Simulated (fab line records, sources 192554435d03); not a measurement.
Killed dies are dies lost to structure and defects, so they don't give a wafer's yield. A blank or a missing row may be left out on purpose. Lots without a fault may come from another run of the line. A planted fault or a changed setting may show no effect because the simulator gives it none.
fab line records | flow n5_finfet
record lots=18 wafers=54 last_day=17
route steps=1938 shown BEOL_M10@1506 BEOL_M11@1571 BEOL_M12@1618
lots that met no fault: from a run of the same line without faults
start_h: hours from the record's first day to the start of the lot's first wafer shown | wait_h: hours since the lot's step before | " the same as in the row above | L1.1+2: a row that stands for several wafers | - no value, or no start given | * or withheld: withheld | < > ~ a bound
route shown NAME@n: a module of which the file shows steps, and the number in the route of the first | usual: mean/standard deviation of fault-free wafers | same: alike in all rows | chamber/n: place in a boat | sites: the reading at each site | _std_site: their standard deviation | _edge_site: outer sites' mean less inner sites' | radius_mm: how far each site lies from the wafer's centre | mask NAME#n: copy n | behind: the tool/chamber that last shaped the wafer | hold: why the lot was held/for how many hours/how that ended | device: the transistor (n, p or np) that didn't switch | end of line: the same wafers' tests at the end of the route | a step without rows: its recipe alone | killed: dies lost to structure and defects at the first sort, not the wafer's yield | map: a wafer's dies, x killed, . not, _ none there
set.NAME: the setting as run; set.NAME@STEP: as run at that earlier step | model.NAME: the simulator's own value behind a step, which no gauge read
steps of the route over a sample of lots; a table a step, a row a wafer
services: from which hour (start_h, from the record's first day; less than 0 if before it) a tool's chamber was out of use, for how many hours, and why
## steps
# step N5_BEOL_M10_ETCH_65
# recipe chemistry=CF4 target=SiARC target_depth_a=390 mask_material=CAR-ArF time_s=65 ion_energy_ev=80 pressure_mtorr=40 source_w=545 bias_w=36 Ar_flow_sccm=100 cf4_flow_sccm=100 ends=cleared
# usual bias_w=36.00/0.099 cf4_flow_sccm=100.00/0.29 chamber_pressure_mTorr=40.00/0.037 drypump_motor_current_A=5.7/0.47 etch_rf_on_time_s=64.9/1.1 oes_product_au=0.68/0.069 rf_vpp_V=184.4/1.2 showerhead_plenum_p_Torr=2.16/0.077 throttle_valve_pct=15.60/0.24
# columns lot.wafer tool chamber start_h wait_h bias_w cf4_flow_sccm chamber_pressure_mTorr drypump_motor_current_A etch_rf_on_time_s oes_product_au rf_hours_counter_h rf_vpp_V showerhead_plenum_p_Torr throttle_valve_pct
L075.1 rie_diel-06 2 236.08 0.0 35.69 100.17 39.96 5.1 65.8 0.60 207 183.0 2.04 15.98
L075.3 " 3 " " 35.99 100.01 40.01 5.8 63.9 0.73 57 185.5 2.26 15.47
L075.6 " 3 " " 35.99 99.40 40.02 5.7 64.3 0.72 - 185.1 2.26 15.45
L076.1 rie_diel-02 0 236.64 0.0 35.87 99.71 40.04 6.4 63.3 0.63 196 184.6 2.12 15.49
L076.3 " 1 " " 35.92 100.11 39.99 6.6 64.2 0.67 102 185.7 2.24 15.39
L076.4 " 0 " " 35.87 100.17 40.07 6.4 63.9 0.63 - 184.2 2.12 15.49
L079.1 rie_diel-05 2 247.03 0.0 35.98 99.84 40.00 5.6 65.4 0.72 35 185.6 2.27 15.45
L079.4 " 0 " " 36.14 100.01 39.98 5.9 63.5 0.75 49 183.5 2.09 15.22
L079.6 " 2 " " 36.03 99.98 40.02 5.5 66.0 0.73 - 186.5 2.27 15.44
L077.1 rie_diel-05 1 251.48 0.0 35.81 100.02 40.02 5.2 65.2 0.67 103 184.2 2.16 15.89
L077.3 " 3 " " 36.00 99.57 39.98 4.8 67.4 0.57 223 184.4 2.20 15.78
L077.6 " 0 " " 36.11 100.38 40.03 5.9 63.6 0.75 - 183.7 2.09 15.23
L078.1 rie_diel-05 0 253.24 0.0 35.98 100.28 39.97 5.9 63.9 0.74 52 183.8 2.09 15.26
L078.4 " 2 " " 35.90 100.08 39.99 5.6 65.2 0.73 38 185.4 2.27 15.45
L078.5 " 1 " " 35.96 99.55 39.97 5.2 65.2 0.68 - 186.2 2.16 15.89
L081.1 rie_diel-05 3 267.79 0.0 36.06 100.08 39.99 4.9 67.2 0.58 227 184.7 2.20 15.79
L081.2 " 0 " " 36.00 99.92 40.04 5.9 64.3 0.73 56 183.0 2.09 15.26
L081.5 " 1 " " 36.13 99.21 40.04 5.2 65.6 0.68 - 184.1 2.16 15.88
L082.1 rie_diel-02 2 278.19 0.0 36.15 99.79 40.07 5.9 65.8 0.60 228 184.1 2.20 15.64
L082.5 " 0 " " 36.14 99.77 39.97 6.4 63.8 0.62 - 183.8 2.12 15.50
L082.6 " 3 " " 36.08 100.14 39.98 5.7 65.0 0.80 - 182.7 2.10 15.26
L084.2 rie_diel-06 0 295.94 0.0 35.89 99.82 39.99 5.8 66.5 0.78 9 182.5 2.10 15.54
L084.4 " 1 " " 36.04 99.87 40.01 5.9 63.9 0.76 45 187.3 2.27 15.78
L084.5 " 3 " " 36.01 100.44 39.97 5.7 64.0 0.70 - 184.9 2.25 15.49
L086.1 rie_diel-02 1 298.04 0.0 35.94 100.27 40.00 6.5 63.7 0.67 121 183.3 2.24 15.43
L086.2 " 0 " " 35.96 99.96 40.06 6.4 64.6 0.61 216 185.0 2.12 15.49
L086.3 " 3 " " 35.89 100.62 39.98 5.8 64.6 0.80 20 184.4 2.10 15.28
L085.2 rie_diel-05 3 302.91 0.0 36.00 100.07 40.06 4.9 66.1 0.58 240 184.5 2.20 15.81
L085.4 " 0 " " 36.11 100.22 40.02 5.9 63.4 0.73 68 183.7 2.08 15.27
L085.6 " 0 " " 36.05 99.95 39.97 5.9 63.1 0.72 - 183.1 2.08 15.26
L088.1 rie_diel-05 3 305.27 0.0 36.01 100.08 39.99 4.9 67.1 0.57 241 185.1 2.20 15.81
L088.4 " 1 " " 35.96 99.84 39.97 5.2 66.0 0.66 - 183.6 2.16 15.91
L088.6 " 2 " " 36.04 99.82 40.06 5.5 66.3 0.70 - 185.0 2.26 15.48
L087.1 rie_diel-02 0 305.64 0.0 36.19 99.82 40.03 6.4 64.3 0.61 220 183.4 2.11 15.52
L087.2 " 2 " " 35.82 99.70 39.95 5.9 66.8 0.60 237 185.6 2.19 15.64
L087.6 " 0 " " 35.92 99.63 39.94 6.4 64.2 0.62 - 183.3 2.11 15.52
L090.3 rie_diel-02 1 323.60 0.0 35.93 99.76 39.98 6.6 64.2 0.66 130 184.2 2.23 15.43
L090.4 " 3 " " 36.05 99.77 40.01 5.8 66.3 0.76 31 183.0 2.09 15.31
L090.5 " 2 " " 36.08 100.50 39.98 5.9 66.0 0.59 - 185.2 2.19 15.68
L091.2 rie_diel-05 0 330.67 0.0 35.95 100.40 40.02 5.9 63.7 0.72 76 182.7 2.08 15.30
L091.4 " 1 " " 35.98 100.18 40.04 5.2 64.7 0.66 - 183.4 2.15 15.95
L091.6 " 2 " " 35.99 99.83 40.00 5.6 64.4 0.70 - 185.4 2.26 15.54
L092.2 rie_diel-06 1 330.97 0.0 36.06 100.09 40.01 5.9 63.5 0.74 60 186.8 2.26 15.82
L092.3 " 3 " " 36.01 99.56 40.05 5.7 63.6 0.70 90 184.4 2.25 15.51
L092.5 " 1 " " 35.93 99.91 40.02 5.9 63.8 0.74 - 186.7 2.26 15.83
L094.1 rie_diel-05 0 342.52 0.0 35.88 100.13 40.04 5.9 64.6 0.70 82 181.8 2.08 15.30
L094.3 " 1 " " 35.99 100.33 39.97 5.2 65.6 0.65 135 183.6 2.15 15.95
L094.4 " 0 " " 35.92 99.67 39.96 5.9 63.5 0.71 - 183.1 2.08 15.29
L096.3 rie_diel-05 0 355.96 0.0 35.92 100.21 39.95 5.9 64.6 0.70 86 183.2 2.08 15.32
L096.4 " 3 " " 36.14 99.83 40.07 4.9 64.1 0.85 5 185.3 2.19 15.34
L096.5 " 3 " " 36.14 100.10 39.97 4.8 63.6 0.84 - 185.0 2.19 15.37
L095.2 rie_diel-06 1 356.13 0.0 35.90 99.95 40.01 5.9 63.3 0.73 71 185.0 2.26 15.84
L095.3 " 0 " " 35.90 99.99 40.04 5.8 64.8 0.74 34 184.4 2.09 15.59
L095.4 " 0 " " 35.80 100.01 39.99 5.8 64.3 0.74 - 184.8 2.09 15.58
# step N5_BEOL_M11_DESCUM_33
# recipe chemistry=O2 time_s=7.9 source_power_w=50 bias_power_w=20 pressure_mtorr=20 rf_frequency_hz=2.712e+07 temp_c=40 resist=CAR-ArF o2_flow_sccm=225
# usual chamber_pressure_mTorr=19.999/0.019 drypump_motor_current_A=5.8/0.6 oes_product_au=0.79/0.089 rf_vpp_V=243.4/1.6 showerhead_plenum_p_Torr=2.11/0.084 temp_c=39.99/0.12 throttle_valve_pct=20.39/0.18
# columns lot.wafer tool chamber start_h wait_h chamber_pressure_mTorr drypump_motor_current_A oes_product_au rf_hours_counter_h rf_vpp_V showerhead_plenum_p_Torr temp_c throttle_valve_pct
L076.1 rie_diel-01 1 242.75 0.0 19.987 4.7 0.93 16 243.0 2.13 40.01 20.34
L076.3 " 2 " " 20.024 6.6 0.93 10 243.5 2.06 39.77 20.48
L076.4 " 0 " " 20.008 5.9 0.91 42 244.7 2.22 39.98 20.19
L075.1 rie_diel-04 0 243.07 0.2 19.972 5.3 0.76 179 244.0 2.16 39.96 20.58
L075.3 " 3 " " 19.992 6.7 0.67 233 240.0 1.98 39.75 20.26
L075.6 " 2 " " 20.010 6.2 0.69 - 242.7 2.06 39.97 20.61
L079.1 rie_diel-04 3 254.93 0.0 20.020 6.7 0.66 237 240.0 1.98 40.01 20.25
L079.4 " 3 " " 20.016 6.8 0.68 - 241.3 1.97 40.08 20.27
L079.6 " 1 " " 20.017 5.4 0.90 - 243.1 2.12 39.96 20.31
L077.1 rie_diel-03 3 260.03 0.0 19.982 6.4 0.87 37 246.1 2.23 39.95 20.16
L077.3 " 0 " " 19.977 5.1 0.71 192 240.3 2.00 39.92 20.31
L077.6 " 0 " " 19.998 5.1 0.72 - 240.7 2.00 39.94 20.34
L078.1 rie_diel-03 0 260.69 0.0 19.995 5.2 0.72 193 240.3 2.00 39.84 20.32
L078.4 " 3 " " 20.000 6.4 0.87 37 244.8 2.23 39.98 20.14
L078.5 " 0 " " 20.001 5.1 0.71 - 242.9 2.00 40.08 20.32
L081.1 rie_diel-04 0 277.84 0.0 19.951 5.4 0.74 190 243.6 2.16 39.86 20.58
L081.2 " 2 " " 19.983 6.1 1.00 4 241.5 2.06 39.91 20.26
L081.5 " 0 " " 19.995 5.4 0.76 - 246.1 2.16 39.79 20.61
L082.1 rie_diel-03 1 285.22 0.0 19.979 6.1 0.71 176 245.7 2.18 39.99 20.61
L082.5 " 3 " " 20.007 6.4 0.86 - 246.6 2.23 39.86 20.16
L082.6 " 0 " " 19.936 5.1 0.71 - 241.8 2.00 40.01 20.34
L084.2 rie_diel-01 2 302.60 0.1 20.001 6.6 0.89 29 242.6 2.05 39.92 20.50
L084.4 " 3 " " 19.977 6.2 0.75 143 241.4 2.00 39.96 20.25
L084.5 " 0 " " 20.006 5.9 0.87 - 245.4 2.21 40.11 20.21
L086.1 rie_diel-04 1 305.20 0.0 20.035 5.4 0.87 46 244.1 2.12 39.90 20.33
L086.2 " 0 " " 20.015 5.4 0.73 200 243.5 2.16 40.09 20.62
L086.3 " 2 " " 20.024 6.1 0.95 14 242.9 2.06 40.04 20.30
L085.2 rie_diel-01 2 312.31 0.0 19.973 6.6 0.88 32 242.0 2.05 39.89 20.50
L085.4 " 1 " " 19.985 4.7 0.87 39 244.9 2.12 39.85 20.38
L085.6 " 3 " " 19.978 6.2 0.74 - 242.1 2.00 39.91 20.25
L088.1 rie_diel-03 1 312.61 0.1 19.985 6.1 0.70 186 244.8 2.18 40.17 20.63
L088.4 " 1 " " 19.994 6.1 0.70 - 244.9 2.18 40.11 20.63
L088.6 " 2 " " 19.996 5.5 0.69 - 242.3 2.06 39.99 20.58
L087.1 rie_diel-01 0 312.79 0.0 20.017 5.8 0.87 64 244.5 2.21 40.07 20.22
L087.2 " 3 " " 19.991 6.2 0.75 146 241.4 2.00 39.98 20.26
L087.6 " 2 " " 19.986 6.6 0.88 - 242.0 2.05 39.87 20.50
L090.3 rie_diel-03 2 330.26 0.2 19.986 5.5 0.69 236 241.8 2.06 39.93 20.57
L090.4 " 1 " " 20.000 6.1 0.69 191 244.7 2.18 39.89 20.64
L090.5 " 0 " " 19.987 5.2 0.70 - 241.9 1.99 40.04 20.35
L091.2 rie_diel-04 3 339.70 0.0 20.012 6.8 0.96 6 245.8 2.23 40.18 19.94
L091.4 " 0 " " 20.000 5.3 0.73 212 244.5 2.15 39.94 20.61
L091.6 " 3 " " 19.988 6.8 0.96 - 244.5 2.23 39.98 19.96
L092.2 rie_diel-01 1 340.18 0.1 20.022 4.7 0.86 47 244.6 2.12 40.01 20.38
L092.3 " 3 " " 19.998 6.2 0.73 153 241.6 2.00 40.11 20.25
L092.5 " 2 " " 20.024 6.5 0.86 - 243.7 2.05 40.00 20.52
L094.1 rie_diel-03 1 349.89 0.4 19.988 6.1 0.70 197 245.2 2.18 39.85 20.66
L094.3 " 0 " " 20.014 5.2 0.71 214 241.5 1.99 40.16 20.34
L094.4 " 3 " " 19.988 6.4 0.83 68 245.7 2.22 39.84 20.19
L096.3 rie_diel-01 3 366.62 0.3 19.982 6.2 0.72 162 242.9 2.00 39.97 20.27
L096.4 " 1 " " 20.015 4.7 0.84 54 244.6 2.12 40.02 20.42
L096.5 " 2 " " 20.006 6.6 0.85 - 241.8 2.05 39.89 20.53
L095.2 rie_diel-03 3 367.45 0.1 20.004 6.4 0.83 74 243.9 2.22 40.00 20.21
L095.3 " 1 " " 20.005 6.1 0.68 203 243.0 2.17 39.79 20.65
L095.4 " 0 " " 19.980 5.1 0.70 219 241.5 1.99 40.07 20.36
# step N5_BEOL_M11_INSPECT_58
# recipe inspect_instrument=darkfield mode=post_dep
# usual raw_defect_count=70/25
# columns lot.wafer tool chamber start_h wait_h raw_defect_count
L076.1 defect_inspect-02 - 246.16 0.0 49
L076.3 " - " " 65
L076.4 " - " " 68
L075.1 defect_inspect-02 - 247.09 0.0 60
L075.3 " - " " 78
L075.6 " - " " 66
L079.1 defect_inspect-01 - 257.93 0.0 61
L079.4 " - " " 43
L079.6 " - " " 60
L077.1 defect_inspect-02 - 262.76 0.0 43
L077.3 " - " " 45
L077.6 " - " " 70
L078.1 defect_inspect-02 - 265.36 0.0 57
L078.4 " - " " 74
L078.5 " - " " 82
L081.1 defect_inspect-01 - 280.97 0.0 62
L081.2 " - " " 54
L081.5 " - " " 70
L082.1 defect_inspect-02 - 288.48 0.0 94
L082.5 " - " " 54
L082.6 " - " " 66
L084.2 defect_inspect-01 - 305.98 0.0 82
L084.4 " - " " 82
L084.5 " - " " 61
L086.1 defect_inspect-01 - 308.23 0.0 65
L086.2 " - " " 80
L086.3 " - " " 76
L085.2 defect_inspect-02 - 315.61 0.0 52
L085.4 " - " " 33
L085.6 " - " " 64
L088.1 defect_inspect-02 - 316.04 0.0 51
L088.4 " - " " 57
L088.6 " - " " 74
L087.1 defect_inspect-01 - 317.01 0.0 92
L087.2 " - " " 131
L087.6 " - " " 121
L090.3 defect_inspect-01 - 333.61 0.0 115
L090.4 " - " " 128
L090.5 " - " " 194
L091.2 defect_inspect-01 - 343.37 0.0 76
L091.4 " - " " 57
L091.6 " - " " 52
L092.2 defect_inspect-02 - 344.70 0.0 66
L092.3 " - " " 73
L092.5 " - " " 99
L094.1 defect_inspect-02 - 352.90 0.0 53
L094.3 " - " " 74
L094.4 " - " " 62
L096.3 defect_inspect-02 - 370.22 0.0 32
L096.4 " - " " 53
L096.5 " - " " 46
L095.2 defect_inspect-01 - 370.22 0.0 64
L095.3 " - " " 44
L095.4 " - " " 56
# step N5_BEOL_M12_STRIP_63
# recipe chemistry=N2/H2 power_w=1000 temp_c=250 h2_frac=0.65 overash_fraction=0.3 pressure_mtorr=1000 n2_flow_sccm=1750 h2_flow_sccm=3250
# usual chamber_pressure_mTorr=1000.0/0.96 drypump_motor_current_A=5.52/0.17 h2_flow_sccm=3251/10 heater_power_w=353/23 oes_product_au=0.694/0.0045 strip_time_to_endpoint_s=42.7/0.71 temp_c=249.96/0.18
# columns lot.wafer tool chamber start_h wait_h chamber_pressure_mTorr drypump_motor_current_A h2_flow_sccm heater_power_w oes_product_au rf_hours_counter_h strip_time_to_endpoint_s temp_c
L076.1 plasma_asher-01 0 247.01 - 997.5 5.54 3234 374 0.693 121 43.8 250.16
L076.3 " 0 " " 1001.4 5.53 3234 371 0.700 - 43.2 249.79
L076.4 " 1 " " 999.8 5.25 3260 341 0.692 - 43.6 250.20
L075.1 plasma_asher-02 1 248.33 - 1001.9 5.42 3243 327 0.685 73 43.0 250.00
L075.3 " 1 " " 1000.9 5.41 3255 326 0.693 - 43.5 249.83
L075.6 " 1 " " 999.5 5.42 3257 331 0.694 - 42.2 250.22
L079.1 plasma_asher-01 0 258.97 - 999.5 5.58 3235 374 0.698 124 43.6 249.75
L079.4 " 1 " " 1000.7 5.25 3255 335 0.688 - 42.0 250.07
L079.6 " 0 " " 1001.0 5.61 3244 363 0.691 - 43.4 250.12
L077.1 plasma_asher-02 0 263.62 - 1000.6 5.70 3247 373 0.696 77 42.6 249.74
L077.3 " 1 " " 1000.5 5.42 3255 326 0.692 - 42.8 249.95
L077.6 " 0 " " 1000.5 5.73 3255 375 0.678 - 41.6 249.77
L078.1 plasma_asher-02 0 266.23 - 998.7 5.77 3240 362 0.693 77 41.8 250.11
L078.4 " 0 " " 1000.9 5.73 3250 378 0.699 - 42.0 250.00
L078.5 " 0 " " 999.1 5.77 3236 378 0.694 - 41.3 250.16
L081.1 plasma_asher-01 1 282.05 - 1000.0 5.29 3243 343 0.700 129 43.0 249.82
L081.2 " 0 " " 999.3 5.54 3255 370 0.692 129 42.8 250.00
L081.5 " 0 " " 998.8 5.57 3260 360 0.693 - 42.4 250.26
L082.1 plasma_asher-01 1 289.47 - 1001.3 5.29 3233 335 0.695 130 42.8 250.29
L082.5 " 1 " " 1000.4 5.27 3246 339 0.699 - 40.6 249.75
L082.6 " 0 " " 1001.0 5.61 3271 377 0.695 - 41.4 249.99
L084.2 plasma_asher-02 1 306.89 - 1000.9 5.43 3259 324 0.698 84 43.0 249.95
L084.4 " 1 " " 999.6 5.42 3238 325 0.692 - 42.7 250.05
L084.5 " 0 " " 1001.0 5.76 3249 381 0.704 - 42.6 249.91
L086.1 plasma_asher-02 0 309.08 - 998.9 5.74 3264 373 0.693 85 43.9 249.84
L086.2 " 1 " " 1000.5 5.40 3241 322 0.699 85 43.0 250.04
L086.3 " 1 " " 998.2 5.43 3253 323 0.702 - 43.0 250.05
L085.2 plasma_asher-02 1 316.59 - 1000.7 5.41 3254 326 0.690 86 42.9 250.00
L085.4 " 1 " " 1000.7 5.43 3244 331 0.697 - 43.1 250.03
L085.6 " 1 " " 1000.5 5.40 3257 331 0.695 - 43.1 249.75
L088.1 plasma_asher-01 1 317.01 - 1000.6 5.27 3263 340 0.694 136 43.3 249.97
L088.4 " 1 " " 998.4 5.26 3262 342 0.692 - 41.9 250.00
L088.6 " 0 " " 1002.2 5.53 3251 375 0.692 - 42.5 249.93
L087.1 plasma_asher-02 1 318.06 - 999.6 5.42 3250 321 0.700 87 42.0 249.62
L087.2 " 0 " " 999.2 5.69 3260 377 0.697 87 43.7 249.76
L087.6 " 1 " " 1000.4 5.40 3251 324 0.689 - 42.7 249.74
L090.3 plasma_asher-02 1 334.48 - 998.8 5.35 3250 332 0.692 - 43.8 250.19
L090.4 " 0 " " 999.4 5.75 3255 376 0.700 - 42.2 249.93
L090.5 " 1 " " 999.0 5.39 3253 330 0.697 - 41.9 250.08
L091.2 plasma_asher-02 1 344.25 - 999.7 5.42 3260 325 0.690 92 43.3 249.99
L091.4 " 0 " " 999.5 5.74 3260 380 0.694 - 43.1 250.36
L091.6 " 0 " " 1001.2 5.73 3258 379 0.684 - 41.9 250.20
L092.2 plasma_asher-02 1 345.55 - 1001.3 5.40 3252 329 0.699 93 42.2 249.98
L092.3 " 0 " " 998.6 5.71 3246 380 0.694 - 42.4 250.08
L092.5 " 0 " " 999.7 5.72 3257 379 0.698 - 41.1 250.32
L094.1 plasma_asher-02 0 353.80 - 1000.6 5.71 3262 378 0.701 94 43.0 250.16
L094.3 " 1 " " 999.8 5.41 3254 331 0.697 - 43.7 250.28
L094.4 " 0 " " 1000.3 5.71 3254 375 0.700 - 42.3 249.99
L096.3 plasma_asher-02 1 371.27 - 1002.6 5.40 3215 319 0.693 - 44.4 249.70
L096.4 " 0 " " 1000.6 5.73 3252 373 0.688 - 42.3 249.92
L096.5 " 0 " " 1000.6 5.73 3264 371 0.691 - 43.5 249.75
L095.2 plasma_asher-02 0 371.37 - 999.6 5.76 3261 380 0.701 97 43.3 250.06
L095.3 " 0 " " 1000.0 5.73 3251 386 0.689 - 42.5 250.02
L095.4 " 1 " " 1000.2 5.42 3242 328 0.694 - 41.7 249.66
# step N5_BEOL_M12_OVL_MEAS_29
# recipe points_per_wafer=44
# usual M12_OVL=1/6.3
# same points_per_wafer=44
# columns lot.wafer tool chamber start_h wait_h M12_OVL[nm]
L076.1 overlay-01 0 247.70 0.0 10
L076.3 " 0 " " 8
L076.4 " 0 " " 8
L075.1 overlay-02 0 248.90 0.0 -2
L075.3 " 0 " " -3
L075.6 " 0 " " -2
L079.1 overlay-02 0 259.53 0.0 2
L079.4 " 0 " " 7
L079.6 " 0 " " 1
L077.1 overlay-01 0 264.19 0.0 -2
L077.3 " 0 " " 0
L077.6 " 0 " " -2
L078.1 overlay-02 0 266.92 0.0 0
L078.4 " 0 " " -7
L078.5 " 0 " " 1
L081.1 overlay-02 0 282.61 0.0 0
L081.2 " 0 " " -5
L081.5 " 0 " " 0
L082.1 overlay-01 0 290.16 0.0 -9
L082.5 " 0 " " -4
L082.6 " 0 " " -9
L084.2 overlay-01 0 307.58 0.0 0
L084.4 " 0 " " -15
L084.5 " 0 " " -10
L086.1 overlay-02 0 309.77 0.0 1
L086.2 " 0 " " 4
L086.3 " 0 " " 3
L085.2 overlay-02 0 317.28 0.0 5
L085.4 " 0 " " 5
L085.6 " 0 " " 4
L088.1 overlay-02 0 317.71 0.0 4
L088.4 " 0 " " 10
L088.6 " 0 " " 1
L087.1 overlay-01 0 318.75 0.0 -2
L087.2 " 0 " " 1
L087.6 " 0 " " 3
L090.3 overlay-02 0 335.15 0.0 18
L090.4 " 0 " " 5
L090.5 " 0 " " 19
L091.2 overlay-01 0 344.81 0.0 9
L091.4 " 0 " " 2
L091.6 " 0 " " 3
L092.2 overlay-01 0 346.24 0.0 -10
L092.3 " 0 " " -12
L092.5 " 0 " " -11
L094.1 overlay-02 0 354.49 0.0 -6
L094.3 " 0 " " -10
L094.4 " 0 " " 5
L096.3 overlay-01 0 371.81 0.0 -6
L096.4 " 0 " " -2
L096.5 " 0 " " -12
L095.2 overlay-01 0 372.06 0.0 5
L095.3 " 0 " " 0
L095.4 " 0 " " 0
# step N5_BEOL_M12_ETCH_67
# recipe chemistry=CF4 target=SiARC target_depth_a=1430 time_s=238.3 ion_energy_ev=80 pressure_mtorr=40 source_w=545 bias_w=36 Ar_flow_sccm=100 cf4_flow_sccm=100 ends=cleared
# usual bias_w=36.00/0.1 cf4_flow_sccm=99.99/0.29 chamber_pressure_mTorr=40.00/0.035 drypump_motor_current_A=5.8/0.49 etch_rf_on_time_s=238/3.8 oes_product_au=0.68/0.076 rf_vpp_V=184.5/1.3 showerhead_plenum_p_Torr=2.16/0.078 throttle_valve_pct=15.58/0.23
# columns lot.wafer tool chamber start_h wait_h bias_w cf4_flow_sccm chamber_pressure_mTorr drypump_motor_current_A etch_rf_on_time_s oes_product_au rf_hours_counter_h rf_vpp_V showerhead_plenum_p_Torr throttle_valve_pct
L076.1 rie_diel-06 1 247.80 0.0 35.99 100.51 40.02 5.9 230 0.79 25 184.6 2.27 15.75
L076.3 " 2 " " 35.87 100.22 39.98 5.1 238 0.61 211 182.7 2.04 15.98
L076.4 " 1 " " 35.94 100.17 39.97 5.9 231 0.80 - 186.7 2.27 15.73
L075.1 rie_diel-05 2 248.99 0.0 36.15 99.71 40.03 5.5 241 0.73 36 187.0 2.27 15.45
L075.3 " 0 " " 35.87 99.87 39.99 5.9 232 0.75 50 184.5 2.09 15.25
L075.6 " 0 " " 35.98 99.74 39.97 5.9 232 0.75 - 184.5 2.09 15.25
L079.1 rie_diel-06 2 259.63 0.0 35.76 100.20 40.06 5.1 238 0.59 218 182.6 2.03 16.01
L079.4 " 2 " " 36.08 99.84 39.99 5.1 238 0.60 - 183.6 2.03 15.99
L079.6 " 1 " " 36.02 100.32 39.98 5.9 228 0.79 - 186.5 2.27 15.76
L077.1 rie_diel-05 2 264.61 0.0 35.94 100.59 39.98 5.5 241 0.72 40 184.9 2.27 15.47
L077.3 " 0 " " 35.92 99.94 40.03 5.9 234 0.73 55 182.9 2.09 15.23
L077.6 " 0 " " 35.88 99.60 39.94 5.8 235 0.74 - 184.1 2.09 15.25
L078.1 rie_diel-02 3 267.01 0.0 36.07 99.86 40.00 5.8 240 0.80 9 184.0 2.10 15.25
L078.4 " 0 " " 36.14 99.39 40.00 6.3 236 0.62 205 186.3 2.12 15.50
L078.5 " 2 " " 36.07 100.04 40.03 5.9 240 0.61 - 184.6 2.20 15.63
L081.1 rie_diel-02 0 282.71 0.0 35.87 99.59 39.95 6.3 238 0.61 211 182.3 2.12 15.51
L081.2 " 3 " " 35.80 99.55 39.97 5.8 243 0.79 16 183.9 2.10 15.27
L081.5 " 1 " " 35.93 100.04 39.97 6.5 237 0.67 - 185.9 2.24 15.42
L082.1 rie_diel-06 3 290.25 0.0 35.88 100.15 40.03 5.7 237 0.70 81 186.4 2.25 15.49
L082.5 " 1 " " 35.96 99.96 40.04 5.9 234 0.76 - 185.7 2.27 15.78
L082.6 " 2 " " 35.80 100.23 40.02 5.1 242 0.58 - 182.2 2.03 16.02
L084.2 rie_diel-05 1 307.67 0.0 35.77 99.84 39.99 5.2 240 0.66 121 184.7 2.15 15.91
L084.4 " 1 " " 35.97 99.73 39.96 5.2 239 0.66 - 184.1 2.15 15.91
L084.5 " 3 " " 35.98 99.56 40.03 4.8 245 0.57 - 185.0 2.20 15.82
L086.1 rie_diel-02 1 309.86 0.0 36.06 99.90 40.00 6.6 235 0.66 125 184.4 2.24 15.43
L086.2 " 0 " " 35.99 100.16 40.06 6.4 236 0.61 221 184.0 2.11 15.50
L086.3 " 3 " " 36.05 100.05 39.96 5.7 240 0.77 25 183.3 2.09 15.30
L085.2 rie_diel-02 0 317.37 0.0 35.94 99.96 39.97 6.4 235 0.61 223 184.8 2.11 15.53
L085.4 " 1 " " 36.11 99.87 39.96 6.6 234 0.66 128 185.1 2.24 15.44
L085.6 " 3 " " 36.22 99.91 39.95 5.7 237 0.77 - 183.9 2.09 15.28
L088.1 rie_diel-06 0 317.84 0.0 36.08 100.49 39.96 5.8 242 0.77 19 182.7 2.09 15.57
L088.4 " 0 " " 36.08 100.23 39.95 5.8 242 0.77 - 183.9 2.09 15.56
L088.6 " 1 " " 36.17 99.87 40.04 5.9 235 0.75 - 186.3 2.26 15.81
L087.1 rie_diel-06 1 318.84 0.0 36.05 99.67 39.96 5.9 232 0.75 56 185.4 2.26 15.81
L087.2 " 2 " " 35.97 100.53 40.01 5.1 240 0.59 242 182.1 2.03 16.05
L087.6 " 0 " " 36.04 99.78 40.02 5.8 241 0.76 - 184.6 2.09 15.55
L090.3 rie_diel-02 0 335.24 0.0 36.08 100.10 40.04 6.3 234 0.61 230 183.8 2.11 15.54
L090.4 " 1 " " 35.95 99.98 40.05 6.6 237 0.65 134 184.6 2.23 15.45
L090.5 " 3 " " 36.04 99.85 39.96 5.8 240 0.76 - 183.4 2.09 15.30
L091.2 rie_diel-02 1 344.98 0.0 36.00 100.11 39.97 6.6 237 0.65 138 185.8 2.23 15.46
L091.4 " 1 " " 36.20 100.26 39.98 6.5 239 0.65 - 183.5 2.23 15.46
L091.6 " 3 " " 36.02 99.81 39.97 5.7 242 0.75 - 182.8 2.09 15.33
L092.2 rie_diel-02 3 346.33 0.0 36.11 99.30 40.02 5.7 242 0.75 40 182.9 2.09 15.31
L092.3 " 1 " " 35.95 100.36 40.01 6.6 237 0.66 139 186.5 2.23 15.47
L092.5 " 1 " " 35.95 100.49 40.01 6.5 237 0.65 - 185.4 2.23 15.48
L094.1 rie_diel-02 3 354.96 0.0 36.16 99.73 39.95 5.8 243 0.73 45 185.5 2.09 15.32
L094.3 " 0 " " 35.89 100.36 39.97 6.4 238 0.60 240 183.4 2.11 15.55
L094.4 " 0 " " 35.99 100.03 40.01 6.4 237 0.60 - 184.6 2.11 15.56
L096.3 rie_diel-02 1 371.90 0.0 35.89 100.32 40.01 6.5 238 0.64 149 184.3 2.23 15.48
L096.4 " 0 " " 35.85 99.99 40.01 6.3 237 0.59 247 182.9 2.10 15.56
L096.5 " 1 " " 35.94 99.71 40.00 6.6 237 0.64 - 185.7 2.23 15.48
L095.2 rie_diel-06 0 372.21 0.0 35.88 100.02 40.04 5.8 241 0.73 42 182.9 2.09 15.63
L095.3 " 2 " " 35.87 100.10 39.95 5.1 234 0.87 0 185.8 2.28 15.56
L095.4 " 3 " " 36.05 99.95 39.97 5.7 237 0.68 108 184.6 2.24 15.53
## services
# columns tool chamber start_h hours kind
rie_diel-01 - 217.33 9.7 repair
rie_diel-04 - 217.33 2.1 repair
rie_diel-02 3 221.54 - clean
rie_diel-02 3 221.54 - consumable_replace:focus_ring
rie_diel-01 - 229.97 2.8 pm
rie_diel-04 1 239.23 6.4 repair
rie_diel-06 0 247.37 - clean
rie_diel-06 0 247.37 - consumable_replace:focus_ring
rie_diel-06 0 247.37 23.0 scheduled_down
rie_diel-06 0 247.37 23.0 vent_cycle
rie_diel-01 3 284.47 7.4 repair
rie_diel-05 0 304.59 5.7 repair
rie_diel-06 3 310.47 18.0 repair
rie_diel-05 3 328.62 - clean
rie_diel-05 3 328.62 - consumable_replace:focus_ring
rie_diel-05 3 328.62 14.2 scheduled_down
rie_diel-05 3 328.62 14.2 vent_cycle
rie_diel-02 2 339.53 - clean
rie_diel-02 2 339.53 - consumable_replace:focus_ring
rie_diel-02 2 339.53 21.4 scheduled_down
rie_diel-02 2 339.53 21.4 vent_cycle
rie_diel-06 2 342.28 - clean
rie_diel-06 2 342.28 - consumable_replace:focus_ring
rie_diel-06 2 342.28 - consumable_replace:showerhead
## key
fault none
